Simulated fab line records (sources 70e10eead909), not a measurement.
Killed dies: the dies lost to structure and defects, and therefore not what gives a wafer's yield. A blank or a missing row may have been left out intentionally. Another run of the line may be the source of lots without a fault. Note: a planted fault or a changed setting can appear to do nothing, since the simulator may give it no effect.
Matching of chambers / flow nand-harc / NHARC_P_GATE_ALD_36 on ald-sin-01: 4 sister chambers
The step deposits SiNx, target thk 20 nm, pulse time 60 s, ald cycles 223. 16 wafers are shown with their chamber, then 8 later ones without.

WAFERS PAIRED WITH THEIR CHAMBERS
wafer=L076.2; chamber=1; heater-power-w (W)=819; susceptor-temp-C (C)=400.28; precursor-pulse-height-rel=1.041
wafer=L076.5; chamber=3; heater-power-w (W)=841; susceptor-temp-C (C)=399.84; precursor-pulse-height-rel=1.015
wafer=L076.4; chamber=1; heater-power-w (W)=798; susceptor-temp-C (C)=400.29; precursor-pulse-height-rel=1.026
wafer=L079.4; chamber=3; heater-power-w (W)=886; susceptor-temp-C (C)=400.01; precursor-pulse-height-rel=0.987
wafer=L079.1; chamber=2; heater-power-w (W)=1002; susceptor-temp-C (C)=400.03; precursor-pulse-height-rel=0.999
wafer=L079.6; chamber=0; heater-power-w (W)=959; susceptor-temp-C (C)=399.59; precursor-pulse-height-rel=0.992
wafer=L082.4; chamber=3; heater-power-w (W)=854; susceptor-temp-C (C)=400.04; precursor-pulse-height-rel=1.014
wafer=L082.5; chamber=1; heater-power-w (W)=814; susceptor-temp-C (C)=400.00; precursor-pulse-height-rel=0.983
wafer=L082.6; chamber=2; heater-power-w (W)=989; susceptor-temp-C (C)=400.03; precursor-pulse-height-rel=0.972
wafer=L085.1; chamber=1; heater-power-w (W)=795; susceptor-temp-C (C)=400.49; precursor-pulse-height-rel=0.991
wafer=L085.6; chamber=2; heater-power-w (W)=1008; susceptor-temp-C (C)=399.85; precursor-pulse-height-rel=1.026
wafer=L085.5; chamber=1; heater-power-w (W)=816; susceptor-temp-C (C)=400.30; precursor-pulse-height-rel=1.044
wafer=L089.2; chamber=3; heater-power-w (W)=859; susceptor-temp-C (C)=399.92; precursor-pulse-height-rel=1.007
wafer=L089.1; chamber=1; heater-power-w (W)=793; susceptor-temp-C (C)=399.99; precursor-pulse-height-rel=1.009
wafer=L089.6; chamber=3; heater-power-w (W)=865; susceptor-temp-C (C)=399.91; precursor-pulse-height-rel=0.959
wafer=L091.4; chamber=1; heater-power-w (W)=800; susceptor-temp-C (C)=400.04; precursor-pulse-height-rel=0.996

SIGNATURES (averages over the wafers above)
reading=heater-power-w; chamber 0=959.00; chamber 1=805.00; chamber 2=999.67; chamber 3=861.00; scatter within a chamber=12.9
reading=susceptor-temp-C; chamber 0=399.5900; chamber 1=400.1986; chamber 2=399.9700; chamber 3=399.9440; scatter within a chamber=0.149
reading=precursor-pulse-height-rel; chamber 0=0.99200; chamber 1=1.01286; chamber 2=0.99900; chamber 3=0.99640; scatter within a chamber=0.0247
Rule: a wafer lies at a distance from a chamber equal to the root of the sum of squares, over the readings, of (its reading less the chamber's mean, divided by the reading's scatter). The wafer belongs to the nearest chamber; if the next one is less than 2 further off, it can't be placed. How the scatter is found: for the shown wafers, subtract from each reading the mean of its chamber, square and add these, divide the total by (wafers less chambers), then take the root.

WAFERS MISSING THEIR CHAMBER
wafer=L091.1; heater-power-w (W)=898; susceptor-temp-C (C)=399.64; precursor-pulse-height-rel=0.976
wafer=L091.3; heater-power-w (W)=842; susceptor-temp-C (C)=399.86; precursor-pulse-height-rel=1.006
wafer=L093.4; heater-power-w (W)=978; susceptor-temp-C (C)=399.93; precursor-pulse-height-rel=1.002
wafer=L093.2; heater-power-w (W)=792; susceptor-temp-C (C)=400.11; precursor-pulse-height-rel=1.019
wafer=L093.6; heater-power-w (W)=974; susceptor-temp-C (C)=400.27; precursor-pulse-height-rel=1.038
wafer=L097.1; heater-power-w (W)=912; susceptor-temp-C (C)=399.74; precursor-pulse-height-rel=0.986
wafer=L097.4; heater-power-w (W)=958; susceptor-temp-C (C)=400.36; precursor-pulse-height-rel=1.023
wafer=L097.5; heater-power-w (W)=921; susceptor-temp-C (C)=399.95; precursor-pulse-height-rel=0.978

WHICH CHAMBER EACH ONE RAN IN
wafer=L091.1; from the rows above=can't be placed: 3 or 0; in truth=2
wafer=L091.3; from the rows above=3; in truth=3
wafer=L093.4; from the rows above=can't be placed: 2 or 0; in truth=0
wafer=L093.2; from the rows above=1; in truth=1
wafer=L093.6; from the rows above=can't be placed: 2 or 0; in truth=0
wafer=L097.1; from the rows above=can't be placed: 0 or 3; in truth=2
wafer=L097.4; from the rows above=can't be placed: 2 or 0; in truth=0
wafer=L097.5; from the rows above=can't be placed: 0 or 3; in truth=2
Correct placement for 2 of the 8. From these rows, 6 cannot be placed; in 3 the true chamber is one of the candidates. Wrongly placed: 0.
